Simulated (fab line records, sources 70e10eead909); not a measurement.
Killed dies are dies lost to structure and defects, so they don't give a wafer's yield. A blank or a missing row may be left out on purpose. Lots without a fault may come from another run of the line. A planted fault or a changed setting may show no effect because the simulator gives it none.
Chamber matching | flow nand_harc | NHARC_A_STAIRCASE_TRIM_196 on rie_diel-04: 4 sister chambers
The step chemistry O2, time 211.2 s. 4 wafers are shown with their chamber, then 10 later ones without.

WAFERS WITH THEIR CHAMBER
wafer  | chamber | showerhead_plenum_p_Torr (Torr)
L084.6 | 3       | 3.55
L086.4 | 0       | 3.79
L087.2 | 2       | 3.30
L087.5 | 1       | 3.47

WAFERS WITHOUT THEIR CHAMBER
wafer  | showerhead_plenum_p_Torr (Torr)
L087.6 | 3.79
L092.1 | 3.53
L092.3 | 3.78
L092.6 | 3.78
L091.2 | 3.53
L091.3 | 3.47
L091.6 | 3.29
L095.2 | 3.29
L095.3 | 3.77
L095.5 | 3.77

WHICH CHAMBER EACH WENT THROUGH
wafer  | from the rows above | in truth
L087.6 | 0                   | 0
L092.1 | 3                   | 3
L092.3 | 0                   | 0
L092.6 | 0                   | 0
L091.2 | 3                   | 3
L091.3 | 1                   | 1
L091.6 | 2                   | 2
L095.2 | 2                   | 2
L095.3 | 0                   | 0
L095.5 | 0                   | 0
Placed correctly: 10 of 10. Can't be placed from these rows: 0. Placed wrongly: 0.
How it was worked out, from the rows above alone: a wafer's distance from a chamber is the root of the sum, over the readings, of the square of ((its reading less the chamber's mean) divided by the reading's scatter). The wafer belongs to the nearest chamber; if the next one is less than 2 further off, it can't be placed. A chamber's mean is the mean of its shown wafers. The scatter: with one shown wafer a chamber, the root of the mean of the squares of how far each hidden wafer lies from its nearest shown one.
